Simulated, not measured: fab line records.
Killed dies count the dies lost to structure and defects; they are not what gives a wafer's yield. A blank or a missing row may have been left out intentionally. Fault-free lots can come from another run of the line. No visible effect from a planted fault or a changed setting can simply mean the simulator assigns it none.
Split-lot experiment	flow n5-finfet	route with 1938 steps; 7 lots, 21 wafers read

THE SPLIT ITSELF
At N5_FIN_CUT_EXPOSE_05 (exposes mask FIN CUT), the setting dose-mj was moved away from the recipe's 45.75 on 5 of the 21 wafers read, by -5.4% to +6.0%. All remaining wafers had this setting at the recipe value.

FROM THE SPLIT TO THE READING: what the file shows between them, 2 steps
- N5_FIN_CUT_PEB_06: peb time 60 s
- N5_FIN_CUT_DEVELOP_07: develop time 30 s

THE READING
cd-nm (nm) at N5_FIN_CUT_CD_MEAS_08, where the cd target is 29.1 nm. Fault-free wafers of this fab line usually give 29.04 nm, standard deviation 0.23 nm.

wafer	tool, chamber at the split	dose-mj as run	against the recipe	cd-nm, nm	against lot-mates on the recipe
L083.3	euv-scanner-02, 0	45.75	recipe	28.95	-
L083.4	euv-scanner-02, 0	45.75	recipe	28.97	-
L083.6	euv-scanner-02, 0	48.49	+6.0%	30.27	+1.31
L089.2	euv-scanner-01, 0	45.75	recipe	29.12	-
L089.5	euv-scanner-01, 0	43.75	-4.4%	28.63	-0.62
L089.6	euv-scanner-01, 0	45.75	recipe	29.37	-
L090.1	euv-scanner-02, 0	45.75	recipe	28.82	-
L090.2	euv-scanner-02, 0	45.75	recipe	28.99	-
L090.6	euv-scanner-02, 0	45.75	recipe	29.05	-
L091.2	euv-scanner-02, 0	45.75	recipe	29.05	-
L091.4	euv-scanner-02, 0	45.75	recipe	28.92	-
L091.5	euv-scanner-02, 0	45.75	recipe	29.06	-
L092.1	euv-scanner-02, 0	45.75	recipe	29.10	-
L092.3	euv-scanner-02, 0	45.75	recipe	29.42	-
L092.5	euv-scanner-02, 0	45.75	recipe	29.18	-
L094.2	euv-scanner-01, 0	43.26	-5.4%	28.13	-0.94
L094.4	euv-scanner-01, 0	43.26	-5.4%	27.77	-1.30
L094.6	euv-scanner-01, 0	45.75	recipe	29.07	-
L097.1	euv-scanner-02, 0	45.75	recipe	28.74	-
L097.2	euv-scanner-02, 0	47.82	+4.5%	29.77	+0.93
L097.4	euv-scanner-02, 0	45.75	recipe	28.94	-

THE FIT
A straight line over all 21 wafers: cd-nm changes by +0.181 nm for each +1% of dose-mj; r = +0.93; the points scatter about the line by 0.19 nm.
The same after taking each lot's own level away (the mean of its wafers on the recipe; 21 wafers): +0.201 nm for each +1%; r = +0.97; scatter 0.12 nm.
According to that fit, moving dose-mj by its largest amount changes the reading by 1.2 nm.
The span of the lots' own levels, 28.840 to 29.245 nm, comes to 1.8 times the standard deviation stated above.
The two slopes agree, so the slope changes little with the lot-to-lot level.
Check: +1.17 nm against its lot-mates is what the line predicts for one of the wafers moved furthest among these (+6.0%) when that wafer is left out of the fit. Against them it came out at +1.31 nm.

THE OTHER SPLITS THESE WAFERS WENT THROUGH
These wafers also went through other splits before the reading. Each is held against what the fit with the lots' levels taken away leaves over:
other split on the same wafers	wafers away from the commonest value	r with cd-nm (lot level and that fit taken away)
N5_WELL_APT_PEB_06 peb-time-s	8	-0.14
N5_WELL_APT_DESCUM_13 time-s	6	+0.18
N5_PMOS_HMC_CHANNEL_EPI_PEB_07 peb-temp-c	8	+0.22
N5_PMOS_HMC_CHANNEL_EPI_DEVELOP_08 develop-time-s	10	-0.03
N5_FIN_SAQP_PEB_14 peb-time-s	6	+0.12
N5_FIN_SAQP_MANDREL_ETCH_22 icp-w	8	-0.12

THE WHOLE CHAIN: every reading that the file lists as answering this split, in the file's order
step	what it does	reading	change (the file's fit)	r (the file's)
N5_FIN_CUT_CD_MEAS_08	target cd 29.1 nm	cd-nm	+0.199 nm for each +1% of the setting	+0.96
N5_FIN_CUT_ETCH_30	etches underlayer in N2/H2, target depth 13 nm, time 10.4 s	FIN_CUT.cd-offset-nm (the simulator's own value, which no gauge read)	+0.201 nm for each +1% of the setting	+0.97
N5_FIN_CUT_ETCH_20	etches SiARC in CF4, target depth 26 nm, time 43.3 s	FIN_CUT.cd-offset-nm (the simulator's own value, which no gauge read)	+0.187 nm for each +1% of the setting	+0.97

THE FILE'S OWN FIT
cd-nm changes by +0.199 nm for each +1% of dose-mj, r = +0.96.
